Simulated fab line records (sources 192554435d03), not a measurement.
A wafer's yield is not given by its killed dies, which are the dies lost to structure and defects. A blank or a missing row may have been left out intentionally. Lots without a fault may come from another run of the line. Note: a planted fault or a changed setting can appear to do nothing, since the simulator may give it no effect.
fab line records	flow n5Finfet
[record] lots = 24	wafers = 72	lastDay = 19
route steps=1938 shown BEOL_M14@1768 BEOL_M15@1774 PAD_METAL@1894
lots that met no fault: from a run of the same line without faults
startH: start of the lot's first displayed wafer, in hours after the record's first day	waitH: how many hours have passed since the lot's step before this one	" unchanged from the row above	L1.1+2: several wafers, shown together as one row	- value missing, or start not given	* or withheld: withheld	< > ~ a bound
route shown NAME@n: NAME is a module with steps in the file, n the number in the route of the first one	usual: mean/standard deviation of fault-free wafers	same: alike in all rows	chamber/n: place in a boat	sites: each site's reading	_std_site: their standard deviation	_edge_site: mean of outer sites minus mean of inner sites	radiusMm: how far each site lies from the wafer's centre	mask NAME#n: copy n	behind: the tool/chamber that last shaped the wafer	hold: what put the lot on hold/how long, in hours/how the hold closed	device: whichever transistor did not switch (one of n, p or np)	end of line: tests run on the same wafers once the route is complete	a step with no rows: only its recipe	killed: the dies lost at the first sort to structure and to defects; this is not the yield of the wafer	map: dies across one wafer; x = killed, . = not, _ = none there
set.NAME: setting as actually run; set.NAME@STEP: the setting as run at that earlier step	model.NAME: the simulator's own value behind a step, which no gauge read
the route's steps for a sample of lots (tables are steps, rows are wafers)
services: the hour from which a tool's chamber was out of use, counted from the record's first day as startH (under 0 if before that day), plus the number of hours and why
[[steps]]
[step N5_BEOL_M14_THK_MEAS_50]
[recipe] thkMeasGauge = xrf	reads = Cu_of_BEOL_M14_ECD_47
[usual] M14_THK = 563/11
lot.wafer	tool	chamber	startH	waitH	M14_THK[nm]
L074.1	filmMetro-01	-	246.99	-	557
L074.3	"	-	"	"	557
L074.5	"	-	"	"	559
L077.1	filmMetro-01	-	271.73	-	585
L077.4	"	-	"	"	567
L077.6	"	-	"	"	569
L076.1	filmMetro-01	-	271.90	-	541
L076.4	"	-	"	"	549
L076.6	"	-	"	"	553
L075.2	filmMetro-01	-	277.66	-	576
L075.4	"	-	"	"	567
L075.6	"	-	"	"	567
L078.2	filmMetro-02	-	288.47	-	546
L078.4	"	-	"	"	579
L078.6	"	-	"	"	553
L080.1	filmMetro-01	-	304.04	-	558
L080.3	"	-	"	"	565
L080.5	"	-	"	"	564
L082.1	filmMetro-02	-	308.20	-	569
L082.4	"	-	"	"	568
L082.5	"	-	"	"	557
L079.2	filmMetro-01	-	309.34	-	567
L079.3	"	-	"	"	546
L079.5	"	-	"	"	565
L081.1	filmMetro-02	-	311.59	-	567
L081.2	"	-	"	"	567
L081.6	"	-	"	"	568
L083.2	filmMetro-02	-	312.31	-	558
L083.4	"	-	"	"	562
L083.6	"	-	"	"	561
L085.2	filmMetro-02	-	341.50	-	561
L085.5	"	-	"	"	562
L085.6	"	-	"	"	563
L084.2	filmMetro-02	-	342.19	-	553
L084.5	"	-	"	"	558
L084.6	"	-	"	"	554
L086.1	filmMetro-02	-	345.80	-	561
L086.3	"	-	"	"	561
L086.5	"	-	"	"	575
L087.2	filmMetro-02	-	348.55	-	559
L087.3	"	-	"	"	557
L087.6	"	-	"	"	558
L089.1	filmMetro-01	-	348.55	-	557
L089.4	"	-	"	"	558
L089.6	"	-	"	"	556
L088.2	filmMetro-02	-	349.23	-	561
L088.3	"	-	"	"	572
L088.4	"	-	"	"	572
L090.3	filmMetro-02	-	351.19	-	558
L090.4	"	-	"	"	562
L090.6	"	-	"	"	564
L091.2	filmMetro-01	-	360.86	-	561
L091.5	"	-	"	"	545
L091.6	"	-	"	"	552
L092.3	filmMetro-02	-	372.13	-	566
L092.5	"	-	"	"	565
L092.6	"	-	"	"	576
L093.2	filmMetro-02	-	383.94	-	552
L093.3	"	-	"	"	553
L093.4	"	-	"	"	554
L095.2	filmMetro-02	-	397.31	-	556
L095.5	"	-	"	"	555
L095.6	"	-	"	"	563
L094.3	filmMetro-02	-	405.06	-	586
L094.5	"	-	"	"	582
L094.6	"	-	"	"	575
L096.1	filmMetro-02	-	405.77	-	562
L096.2	"	-	"	"	556
L096.5	"	-	"	"	560
L097.3	filmMetro-02	-	420.67	-	545
L097.4	"	-	"	"	551
L097.5	"	-	"	"	551
[step N5_BEOL_M15_THK_MEAS_01]
[recipe] reads = SiO2_of_BEOL_M15_ILD_DEP_00
[usual] M15_ILD_THK = 1630/22
lot.wafer	tool	chamber	startH	waitH	M15_ILD_THK[nm]
L074.1	filmMetro-01	-	247.43	0.1	1606
L074.3	"	-	"	"	1613
L074.5	"	-	"	"	1650
L077.1	filmMetro-01	-	272.17	0.1	1616
L077.4	"	-	"	"	1651
L077.6	"	-	"	"	1652
L076.1	filmMetro-02	-	272.34	0.1	1609
L076.4	"	-	"	"	1648
L076.6	"	-	"	"	1665
L075.2	filmMetro-01	-	278.10	0.1	1624
L075.4	"	-	"	"	1644
L075.6	"	-	"	"	1666
L078.2	filmMetro-01	-	288.91	0.1	1628
L078.4	"	-	"	"	1649
L078.6	"	-	"	"	1647
L080.1	filmMetro-02	-	304.48	0.1	1621
L080.3	"	-	"	"	1600
L080.5	"	-	"	"	1622
L082.1	filmMetro-01	-	308.64	0.1	1614
L082.4	"	-	"	"	1617
L082.5	"	-	"	"	1642
L079.2	filmMetro-02	-	309.78	0.1	1613
L079.3	"	-	"	"	1615
L079.5	"	-	"	"	1628
L081.1	filmMetro-01	-	312.14	0.1	1625
L081.2	"	-	"	"	1649
L081.6	"	-	"	"	1644
L083.2	filmMetro-02	-	312.86	0.3	1623
L083.4	"	-	"	"	1684
L083.6	"	-	"	"	1645
L085.2	filmMetro-01	-	342.05	0.3	1616
L085.5	"	-	"	"	1608
L085.6	"	-	"	"	1622
L084.2	filmMetro-01	-	342.74	0.3	1584
L084.5	"	-	"	"	1620
L084.6	"	-	"	"	1617
L086.1	filmMetro-02	-	346.24	0.1	1632
L086.3	"	-	"	"	1601
L086.5	"	-	"	"	1649
L087.2	filmMetro-02	-	348.99	0.1	1628
L087.3	"	-	"	"	1598
L087.6	"	-	"	"	1650
L089.1	filmMetro-01	-	348.99	0.1	1633
L089.4	"	-	"	"	1650
L089.6	"	-	"	"	1633
L088.2	filmMetro-01	-	349.67	0.1	1650
L088.3	"	-	"	"	1609
L088.4	"	-	"	"	1666
L090.3	filmMetro-01	-	351.63	0.1	1607
L090.4	"	-	"	"	1655
L090.6	"	-	"	"	1658
L091.2	filmMetro-01	-	361.41	0.3	1621
L091.5	"	-	"	"	1655
L091.6	"	-	"	"	1641
L092.3	filmMetro-02	-	372.57	0.1	1621
L092.5	"	-	"	"	1635
L092.6	"	-	"	"	1663
L093.2	filmMetro-01	-	384.52	0.3	1631
L093.3	"	-	"	"	1637
L093.4	"	-	"	"	1625
L095.2	filmMetro-01	-	397.90	0.3	1631
L095.5	"	-	"	"	1631
L095.6	"	-	"	"	1651
L094.3	filmMetro-02	-	405.64	0.1	1608
L094.5	"	-	"	"	1610
L094.6	"	-	"	"	1619
L096.1	filmMetro-02	-	406.24	0.1	1606
L096.2	"	-	"	"	1619
L096.5	"	-	"	"	1626
L097.3	filmMetro-01	-	421.12	0.1	1615
L097.4	"	-	"	"	1659
L097.5	"	-	"	"	1644
[step N5_BEOL_M15_OVL_MEAS_11]
[recipe] pointsPerWafer = 44
[usual] V14_OVL = 3/4.2
lot.wafer	tool	chamber	startH	waitH	V14_OVL[nm]
L074.1	overlay-01	0	247.77	0.0	4
L074.3	"	0	"	"	12
L074.5	"	0	"	"	4
L077.1	overlay-01	0	272.51	0.0	1
L077.4	"	0	"	"	0
L077.6	"	0	"	"	7
L076.1	overlay-02	0	272.80	0.0	-7
L076.4	"	0	"	"	-7
L076.6	"	0	"	"	0
L075.2	overlay-02	0	278.44	0.0	4
L075.4	"	0	"	"	-1
L075.6	"	0	"	"	-4
L078.2	overlay-01	0	289.25	0.0	2
L078.4	"	0	"	"	5
L078.6	"	0	"	"	6
L080.1	overlay-02	0	304.94	0.0	4
L080.3	"	0	"	"	7
L080.5	"	0	"	"	8
L082.1	overlay-01	0	309.10	0.0	4
L082.4	"	0	"	"	8
L082.5	"	0	"	"	7
L079.2	overlay-01	0	310.11	0.0	5
L079.3	"	0	"	"	-2
L079.5	"	0	"	"	2
L081.1	overlay-02	0	312.60	0.0	3
L081.2	"	0	"	"	8
L081.6	"	0	"	"	7
L083.2	overlay-02	0	313.20	0.0	0
L083.4	"	0	"	"	8
L083.6	"	0	"	"	5
L085.2	overlay-01	0	342.39	0.0	5
L085.5	"	0	"	"	12
L085.6	"	0	"	"	8
L084.2	overlay-02	0	343.08	0.0	-5
L084.5	"	0	"	"	3
L084.6	"	0	"	"	-3
L086.1	overlay-01	0	346.57	0.0	0
L086.3	"	0	"	"	3
L086.5	"	0	"	"	8
L087.2	overlay-02	0	349.45	0.0	-2
L087.3	"	0	"	"	4
L087.6	"	0	"	"	-3
L089.1	overlay-02	0	349.61	0.0	0
L089.4	"	0	"	"	-2
L089.6	"	0	"	"	2
L088.2	overlay-02	0	350.13	0.0	-1
L088.3	"	0	"	"	0
L088.4	"	0	"	"	6
L090.3	overlay-01	0	352.09	0.0	-2
L090.4	"	0	"	"	-4
L090.6	"	0	"	"	-1
L091.2	overlay-01	0	361.75	0.0	2
L091.5	"	0	"	"	10
L091.6	"	0	"	"	2
L092.3	overlay-01	0	372.91	0.0	0
L092.5	"	0	"	"	3
L092.6	"	0	"	"	1
L093.2	overlay-01	0	384.85	0.0	-1
L093.3	"	0	"	"	10
L093.4	"	0	"	"	-1
L095.2	overlay-02	0	398.36	0.0	-1
L095.5	"	0	"	"	-1
L095.6	"	0	"	"	1
L094.3	overlay-02	0	406.10	0.0	3
L094.5	"	0	"	"	2
L094.6	"	0	"	"	1
L096.1	overlay-02	0	406.58	0.0	1
L096.2	"	0	"	"	3
L096.5	"	0	"	"	7
L097.3	overlay-02	0	421.46	0.0	8
L097.4	"	0	"	"	11
L097.5	"	0	"	"	0
[step N5_BEOL_M15_STRIP_37]
[recipe] chemistry = O2	powerW = 600	tempC = 60	pressureMtorr = 30	rfFrequencyHz = 6e+07	biasPowerW = 0	overashFraction = 0.3	o2FlowSccm = 225
[usual] drypumpMotorCurrentA = 5.5/0.54	oesProductAu = 0.76/0.084	rfVppV = 3.6/0.65	showerheadPlenumPTorr = 2.10/0.066	throttleValvePct = 16.77/0.23
lot.wafer	tool	chamber	startH	waitH	drypumpMotorCurrentA	oesProductAu	rfHoursCounterH	rfVppV	showerheadPlenumPTorr	throttleValvePct
L074.1	rieDiel-04	3	-	-	4.9	0.74	184	3.3	2.15	16.78
L074.3	"	0	"	"	5.3	0.72	173	2.8	2.09	16.52
L074.5	"	3	"	"	4.9	0.74	-	4.7	2.15	16.76
L077.1	rieDiel-04	3	-	-	4.9	0.74	191	3.2	2.15	16.77
L077.4	"	1	"	"	4.9	0.74	183	3.8	2.14	16.95
L077.6	"	3	"	"	4.9	0.74	-	2.7	2.14	16.77
L076.1	rieDiel-04	2	-	-	5.1	0.69	218	3.7	1.99	16.78
L076.4	"	0	"	"	5.3	0.72	181	3.2	2.09	16.49
L076.6	"	3	"	"	4.9	0.73	-	2.9	2.15	16.78
L075.2	rieDiel-03	0	-	-	4.9	0.74	190	3.8	2.01	17.07
L075.4	"	3	"	"	6.3	0.89	36	4.1	2.06	16.86
L075.6	"	1	"	"	6.1	0.69	-	3.4	2.09	16.96
L078.2	rieDiel-03	1	-	-	6.0	0.69	198	3.3	2.09	16.98
L078.4	"	3	"	"	6.3	0.89	39	3.2	2.06	16.86
L078.6	"	2	"	"	6.1	0.93	-	3.9	2.15	16.34
L080.1	rieDiel-04	2	-	-	5.1	0.69	228	4.5	1.98	16.80
L080.3	"	1	"	"	4.9	0.72	193	3.1	2.14	16.98
L080.5	"	1	"	"	4.9	0.72	-	4.0	2.14	16.98
L082.1	rieDiel-05	1	-	-	5.6	0.79	94	3.4	2.21	16.89
L082.4	"	0	"	"	5.8	0.80	104	4.7	2.22	16.76
L082.5	"	0	"	"	5.8	0.80	-	3.6	2.22	16.73
L079.2	rieDiel-04	2	-	-	5.1	0.68	231	4.5	1.98	16.80
L079.3	"	1	"	"	4.9	0.72	195	4.7	2.14	17.00
L079.5	"	0	"	"	5.3	0.71	-	3.4	2.08	16.54
L081.1	rieDiel-05	2	-	-	5.0	0.88	52	3.1	2.22	16.79
L081.2	"	0	"	"	5.8	0.80	104	4.4	2.22	16.72
L081.6	"	2	"	"	5.0	0.87	-	3.5	2.22	16.81
L083.2	rieDiel-05	1	-	-	5.6	0.80	94	3.6	2.21	16.90
L083.4	"	0	"	"	5.8	0.79	104	3.9	2.22	16.76
L083.6	"	3	"	"	6.2	0.82	-	3.4	2.05	16.46
L085.2	rieDiel-03	3	-	-	6.3	0.87	57	3.3	2.05	16.88
L085.5	"	3	"	"	6.3	0.87	-	2.7	2.05	16.90
L085.6	"	2	"	"	6.1	0.89	-	4.5	2.14	16.37
L084.2	rieDiel-04	3	-	-	4.9	0.71	210	3.1	2.14	16.80
L084.5	"	3	"	"	4.9	0.72	-	4.0	2.14	16.80
L084.6	"	0	"	"	5.3	0.70	-	2.9	2.08	16.55
L086.1	rieDiel-03	2	-	-	6.2	0.89	36	3.7	2.14	16.39
L086.3	"	3	"	"	6.3	0.87	57	4.2	2.05	16.89
L086.5	"	2	"	"	6.1	0.90	-	3.5	2.14	16.40
L087.2	rieDiel-04	3	-	-	4.9	0.71	212	2.9	2.14	16.80
L087.3	"	1	"	"	4.9	0.72	207	4.0	2.14	17.01
L087.6	"	0	"	"	5.3	0.69	-	3.7	2.08	16.57
L089.1	rieDiel-03	1	-	-	6.1	0.67	218	2.3	2.08	17.02
L089.4	"	2	"	"	6.2	0.89	38	3.5	2.14	16.39
L089.6	"	1	"	"	6.1	0.67	-	4.5	2.08	17.01
L088.2	rieDiel-03	0	-	-	4.9	0.71	213	3.8	2.00	17.13
L088.3	"	1	"	"	6.1	0.67	219	3.5	2.08	17.02
L088.4	"	2	"	"	6.1	0.88	39	3.5	2.14	16.38
L090.3	rieDiel-03	1	-	-	6.1	0.68	219	3.0	2.08	17.01
L090.4	"	2	"	"	6.1	0.89	40	2.9	2.14	16.38
L090.6	"	3	"	"	6.3	0.88	-	4.0	2.05	16.91
L091.2	rieDiel-04	0	-	-	5.3	0.69	209	3.4	2.08	16.58
L091.5	"	0	"	"	5.3	0.70	-	4.6	2.08	16.56
L091.6	"	1	"	"	4.9	0.70	-	3.4	2.13	17.01
L092.3	rieDiel-04	0	-	-	5.3	0.69	213	3.2	2.08	16.58
L092.5	"	1	"	"	4.9	0.70	-	3.4	2.13	17.00
L092.6	"	3	"	"	4.9	0.71	-	4.0	2.14	16.82
L093.2	rieDiel-04	3	-	-	4.9	0.71	221	3.6	2.14	16.81
L093.3	"	1	"	"	4.9	0.70	217	4.5	2.13	17.03
L093.4	"	0	"	"	5.3	0.68	-	4.2	2.08	16.60
L095.2	rieDiel-04	2	-	-	5.0	1.00	1	4.3	2.24	16.41
L095.5	"	3	"	"	4.9	0.71	-	2.9	2.13	16.85
L095.6	"	2	"	"	5.1	0.99	-	3.2	2.24	16.40
L096.1	rieDiel-03	1	-	-	6.0	0.67	236	3.7	2.08	17.03
L096.2	"	0	"	"	4.9	0.70	231	3.7	1.99	17.17
L096.5	"	0	"	"	4.9	0.71	-	3.6	1.99	17.16
L094.3	rieDiel-03	0	-	-	4.9	0.70	231	2.9	1.99	17.17
L094.5	"	2	"	"	6.2	0.86	-	4.0	2.14	16.40
L094.6	"	3	"	"	6.3	0.83	-	2.6	2.04	16.93
L097.3	rieDiel-04	1	-	-	4.9	0.68	230	3.2	2.13	17.03
L097.4	"	3	"	"	4.9	0.71	234	5.2	2.13	16.85
L097.5	"	0	"	"	5.3	0.68	-	2.2	2.07	16.61
[step N5_BEOL_M15_ETCH_38]
[recipe] chemistry = CF4/N2	target = SiCN	targetDepthA = 1064	taperDeg = 2	timeS = 120.5	ionEnergyEv = 150	maskMaterial = SiO2	pressureMtorr = 40	sourceW = 430	biasW = 70	Ar_flow_sccm = 100	cf4FlowSccm = 60	n2FlowSccm = 60
[usual] drypumpMotorCurrentA = 5.5/0.54	mfcArSccm = 100.0/0.3	oesProductAu = 0.76/0.087	rfVppV = 382.4/1.9	showerheadPlenumPTorr = 2.21/0.072	throttleValvePct = 15.55/0.25
[same] timeS = 120.5
lot.wafer	tool	chamber	startH	waitH	drypumpMotorCurrentA	mfcArSccm	oesProductAu	rfHoursCounterH	rfVppV	showerheadPlenumPTorr	throttleValvePct
L074.1	rieDiel-04	3	-	-	4.9	99.6	0.73	184	384.6	2.27	15.59
L074.3	"	0	"	"	5.3	100.0	0.73	173	383.3	2.20	15.28
L074.5	"	3	"	"	4.9	100.1	0.72	-	384.6	2.27	15.62
L077.1	rieDiel-04	3	-	-	4.9	100.5	0.72	191	383.9	2.27	15.63
L077.4	"	1	"	"	4.9	100.0	0.71	183	383.3	2.28	15.86
L077.6	"	3	"	"	4.9	99.8	0.72	-	383.2	2.27	15.63
L076.1	rieDiel-04	2	-	-	5.1	99.8	0.70	218	380.6	2.10	15.57
L076.4	"	0	"	"	5.3	99.6	0.71	181	381.6	2.20	15.31
L076.6	"	3	"	"	4.9	100.3	0.72	-	383.8	2.27	15.62
L075.2	rieDiel-03	0	-	-	4.9	99.6	0.73	190	379.7	2.10	15.77
L075.4	"	3	"	"	6.3	99.6	0.90	36	381.1	2.16	15.58
L075.6	"	1	"	"	6.1	99.9	0.70	-	382.1	2.19	15.74
L078.2	rieDiel-03	1	-	-	6.0	100.1	0.70	198	380.9	2.19	15.74
L078.4	"	3	"	"	6.3	99.8	0.89	39	381.3	2.16	15.56
L078.6	"	2	"	"	6.1	100.6	0.94	-	383.9	2.26	15.11
L080.1	rieDiel-04	2	-	-	5.1	100.1	0.69	228	378.6	2.09	15.58
L080.3	"	1	"	"	4.9	99.7	0.71	193	383.3	2.28	15.90
L080.5	"	1	"	"	4.9	99.8	0.71	-	383.5	2.28	15.90
L082.1	rieDiel-05	1	-	-	5.6	99.8	0.81	94	383.6	2.32	15.65
L082.4	"	0	"	"	5.8	100.2	0.79	104	385.1	2.32	15.41
L082.5	"	0	"	"	5.8	99.9	0.79	-	385.2	2.32	15.42
L079.2	rieDiel-04	2	-	-	5.1	100.0	0.69	231	380.9	2.09	15.59
L079.3	"	1	"	"	4.9	99.8	0.70	195	382.7	2.28	15.89
L079.5	"	0	"	"	5.3	100.2	0.70	-	381.3	2.19	15.34
L081.1	rieDiel-05	2	-	-	5.0	99.7	0.87	52	385.0	2.33	15.49
L081.2	"	0	"	"	5.8	99.6	0.80	104	385.3	2.31	15.43
L081.6	"	2	"	"	5.0	100.0	0.88	-	384.5	2.33	15.49
L083.2	rieDiel-05	1	-	-	5.6	100.0	0.80	94	384.2	2.32	15.66
L083.4	"	0	"	"	5.8	100.1	0.80	104	384.5	2.32	15.42
L083.6	"	3	"	"	6.1	99.9	0.82	-	381.0	2.14	15.13
L085.2	rieDiel-03	3	-	-	6.3	100.0	0.87	57	380.7	2.16	15.61
L085.5	"	3	"	"	6.3	100.0	0.86	-	380.8	2.16	15.61
L085.6	"	2	"	"	6.2	99.7	0.90	-	383.9	2.25	15.15
L084.2	rieDiel-04	3	-	-	4.9	100.4	0.70	210	383.6	2.26	15.65
L084.5	"	3	"	"	4.9	100.0	0.69	-	384.4	2.26	15.63
L084.6	"	0	"	"	5.3	99.9	0.69	-	382.7	2.19	15.34
L086.1	rieDiel-03	2	-	-	6.2	100.4	0.89	36	384.0	2.25	15.13
L086.3	"	3	"	"	6.3	100.5	0.86	57	382.0	2.16	15.61
L086.5	"	2	"	"	6.1	99.9	0.89	-	385.1	2.25	15.14
L087.2	rieDiel-04	3	-	-	4.9	100.0	0.70	212	384.6	2.26	15.66
L087.3	"	1	"	"	5.0	99.3	0.70	207	383.4	2.28	15.90
L087.6	"	0	"	"	5.3	100.0	0.69	-	381.9	2.19	15.36
L089.1	rieDiel-03	1	-	-	6.0	99.3	0.68	218	381.6	2.18	15.76
L089.4	"	2	"	"	6.2	99.9	0.89	38	382.4	2.25	15.15
L089.6	"	1	"	"	6.0	99.3	0.68	-	383.1	2.18	15.78
L088.2	rieDiel-03	0	-	-	4.9	100.0	0.72	213	379.8	2.09	15.81
L088.3	"	1	"	"	6.0	99.6	0.68	219	380.9	2.18	15.76
L088.4	"	2	"	"	6.2	99.8	0.89	39	382.7	2.25	15.15
L090.3	rieDiel-03	1	-	-	6.0	99.5	0.67	219	381.7	2.18	15.79
L090.4	"	2	"	"	6.1	99.7	0.89	40	383.4	2.25	15.15
L090.6	"	3	"	"	6.3	99.8	0.86	-	380.5	2.16	15.62
L091.2	rieDiel-04	0	-	-	5.3	100.1	0.70	209	381.1	2.19	15.37
L091.5	"	0	"	"	5.3	100.7	0.70	-	382.5	2.19	15.36
L091.6	"	1	"	"	4.9	99.6	0.70	-	384.4	2.27	15.93
L092.3	rieDiel-04	0	-	-	5.3	99.6	0.69	213	381.0	2.19	15.37
L092.5	"	1	"	"	4.9	100.0	0.69	-	382.7	2.27	15.92
L092.6	"	3	"	"	4.9	99.7	0.70	-	383.0	2.26	15.67
L093.2	rieDiel-04	3	-	-	4.9	100.2	0.70	221	383.4	2.26	15.67
L093.3	"	1	"	"	4.9	100.1	0.69	217	382.8	2.27	15.94
L093.4	"	0	"	"	5.3	100.2	0.69	-	381.7	2.19	15.39
L095.2	rieDiel-04	2	-	-	5.1	99.7	1.01	1	384.9	2.35	15.17
L095.5	"	3	"	"	4.9	100.2	0.69	-	384.6	2.26	15.68
L095.6	"	2	"	"	5.1	99.5	1.00	-	386.9	2.35	15.14
L096.1	rieDiel-03	1	-	-	6.0	100.2	0.67	236	382.0	2.18	15.78
L096.2	"	0	"	"	4.9	99.7	0.71	231	379.9	2.09	15.85
L096.5	"	0	"	"	4.9	99.8	0.70	-	380.5	2.09	15.84
L094.3	rieDiel-03	0	-	-	4.9	100.0	0.71	231	379.7	2.09	15.85
L094.5	"	2	"	"	6.1	99.9	0.87	-	384.2	2.24	15.20
L094.6	"	3	"	"	6.3	99.7	0.85	-	380.3	2.15	15.64
L097.3	rieDiel-04	1	-	-	4.9	100.0	0.68	230	383.2	2.27	15.96
L097.4	"	3	"	"	4.9	100.5	0.68	234	382.8	2.26	15.71
L097.5	"	0	"	"	5.3	99.9	0.68	-	381.2	2.18	15.42
[step N5_PASSIVATION_PRE_CLEAN_19]
[recipe] gas = H2/He	timeS = *	tempC = *
[usual] heaterPowerW = 457/47
[same] timeS = *
lot.wafer	tool	chamber	startH	waitH	heaterPowerW
L074.1	pvdSputter-03	-	264.46	0.0	426
L074.3	"	-	"	"	450
L074.5	"	-	"	"	433
L077.1	pvdSputter-01	-	284.42	0.0	460
L077.4	"	-	"	"	438
L077.6	"	-	"	"	522
L076.1	pvdSputter-03	-	284.51	0.0	455
L076.4	"	-	"	"	422
L076.6	"	-	"	"	439
L075.2	pvdSputter-02	-	294.13	0.0	453
L075.4	"	-	"	"	410
L075.6	"	-	"	"	405
L078.2	pvdSputter-02	-	302.38	0.0	539
L078.4	"	-	"	"	423
L078.6	"	-	"	"	540
L080.1	pvdSputter-03	-	320.13	0.0	415
L080.3	"	-	"	"	449
L080.5	"	-	"	"	440
L082.1	pvdSputter-03	-	324.72	0.0	450
L082.4	"	-	"	"	442
L082.5	"	-	"	"	424
L079.2	pvdSputter-02	-	324.80	0.0	414
L079.3	"	-	"	"	453
L079.5	"	-	"	"	410
L081.1	pvdSputter-02	-	325.22	0.0	556
L081.2	"	-	"	"	452
L081.6	"	-	"	"	416
L083.2	pvdSputter-03	-	325.58	0.0	443
L083.4	"	-	"	"	403
L083.6	"	-	"	"	458
L085.2	pvdSputter-02	-	359.38	0.0	560
L085.5	"	-	"	"	553
L085.6	"	-	"	"	461
L086.1	pvdSputter-03	-	363.04	0.0	417
L086.3	"	-	"	"	452
L086.5	"	-	"	"	448
L084.2	pvdSputter-01	-	364.27	0.0	525
L084.5	"	-	"	"	454
L084.6	"	-	"	"	520
L089.1	pvdSputter-02	-	365.80	0.0	412
L089.4	"	-	"	"	419
L089.6	"	-	"	"	457
L087.2	pvdSputter-03	-	366.32	0.0	453
L087.3	"	-	"	"	444
L087.6	"	-	"	"	406
L088.2	pvdSputter-01	-	367.45	0.0	533
L088.3	"	-	"	"	431
L088.4	"	-	"	"	460
L090.3	pvdSputter-03	-	371.16	0.0	405
L090.4	"	-	"	"	440
L090.6	"	-	"	"	423
L091.2	pvdSputter-01	-	374.88	0.0	453
L091.5	"	-	"	"	459
L091.6	"	-	"	"	436
L092.3	pvdSputter-01	-	388.05	0.0	531
L092.5	"	-	"	"	538
L092.6	"	-	"	"	465
L093.2	pvdSputter-01	-	399.39	0.0	541
L093.3	"	-	"	"	446
L093.4	"	-	"	"	452
L095.2	pvdSputter-03	-	411.90	0.0	436
L095.5	"	-	"	"	438
L095.6	"	-	"	"	409
L096.1	pvdSputter-02	-	423.15	0.0	546
L096.2	"	-	"	"	403
L096.5	"	-	"	"	465
L094.3	pvdSputter-01	-	423.71	0.0	546
L094.5	"	-	"	"	529
L094.6	"	-	"	"	523
L097.3	pvdSputter-02	-	442.31	0.0	454
L097.4	"	-	"	"	404
L097.5	"	-	"	"	398
[[services]]
tool	chamber	startH	hours	kind
rieDiel-05	3	251.62	3.5	repair
rieDiel-03	-	253.91	0.7	repair
rieDiel-04	3	309.13	11.7	repair
rieDiel-04	1	326.22	4.5	repair
rieDiel-04	3	358.52	5.5	repair
rieDiel-04	2	371.62	-	clean
rieDiel-04	2	371.62	-	consumableReplace:focusRing
rieDiel-04	2	371.62	-	consumableReplace:showerhead
rieDiel-04	2	371.62	24.5	scheduledDown
rieDiel-04	2	371.62	24.5	ventCycle
pvdSputter-03	-	426.64	6.9	repair
[[key]]
fault none
